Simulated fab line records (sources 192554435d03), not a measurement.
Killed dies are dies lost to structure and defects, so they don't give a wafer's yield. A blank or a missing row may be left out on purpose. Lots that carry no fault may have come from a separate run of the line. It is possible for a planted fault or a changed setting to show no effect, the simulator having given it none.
Chamber matching :: flow n5Finfet :: N5_BEOL_M9_VIA_ETCH_34 on rieDiel-01 has 4 sister chambers
The step etches SiCOH lowk in C4F6/O2, target depth 182.4 nm, time 68.4 s. 8 wafers are shown with their chamber, then 8 later ones without.

## WAFERS WITH THEIR CHAMBER
wafer: L079.6
chamber: 0
oesProductAu (a.u.): 0.84
showerheadPlenumPTorr (Torr): 2.86

wafer: L082.2
chamber: 2
oesProductAu (a.u.): 1.00
showerheadPlenumPTorr (Torr): 2.79

wafer: L084.3
chamber: 2
oesProductAu (a.u.): 1.00
showerheadPlenumPTorr (Torr): 2.79

wafer: L084.4
chamber: 0
oesProductAu (a.u.): 0.84
showerheadPlenumPTorr (Torr): 2.86

wafer: L087.6
chamber: 1
oesProductAu (a.u.): 0.83
showerheadPlenumPTorr (Torr): 2.88

wafer: L092.2
chamber: 1
oesProductAu (a.u.): 0.82
showerheadPlenumPTorr (Torr): 2.87

wafer: L092.6
chamber: 3
oesProductAu (a.u.): 0.67
showerheadPlenumPTorr (Torr): 2.71

wafer: L093.1
chamber: 3
oesProductAu (a.u.): 0.68
showerheadPlenumPTorr (Torr): 2.71

## WAFERS WHOSE CHAMBER IS MISSING
wafer: L093.5
oesProductAu (a.u.): 0.82
showerheadPlenumPTorr (Torr): 2.85

wafer: L093.6
oesProductAu (a.u.): 0.67
showerheadPlenumPTorr (Torr): 2.71

wafer: L094.2
oesProductAu (a.u.): 0.82
showerheadPlenumPTorr (Torr): 2.85

wafer: L094.3
oesProductAu (a.u.): 0.81
showerheadPlenumPTorr (Torr): 2.87

wafer: L094.5
oesProductAu (a.u.): 0.93
showerheadPlenumPTorr (Torr): 2.78

wafer: L096.2
oesProductAu (a.u.): 0.91
showerheadPlenumPTorr (Torr): 2.78

wafer: L096.3
oesProductAu (a.u.): 0.80
showerheadPlenumPTorr (Torr): 2.87

wafer: L096.4
oesProductAu (a.u.): 0.91
showerheadPlenumPTorr (Torr): 2.78

## WHICH CHAMBER EACH WENT THROUGH
wafer: L093.5
from the rows above: 0
in truth: 0

wafer: L093.6
from the rows above: 3
in truth: 3

wafer: L094.2
from the rows above: 0
in truth: 0

wafer: L094.3
from the rows above: 1
in truth: 1

wafer: L094.5
from the rows above: 2
in truth: 2

wafer: L096.2
from the rows above: 2
in truth: 2

wafer: L096.3
from the rows above: 1
in truth: 1

wafer: L096.4
from the rows above: 2
in truth: 2
Placed correctly: 8 of 8. Number that these rows cannot place: 0. Number placed wrongly: 0.
How it was worked out, from the rows above alone: a wafer's distance from a chamber is the root of the sum, over the readings, of the square of ((its reading less the chamber's mean) divided by the reading's scatter). The wafer belongs to the nearest chamber; if the next one is less than 2 further off, it can't be placed. The mean given for a chamber averages the wafers shown for that chamber. The scatter: the root of (the sum of the squares of (reading less its chamber's mean) over the shown wafers, divided by (wafers less chambers)).
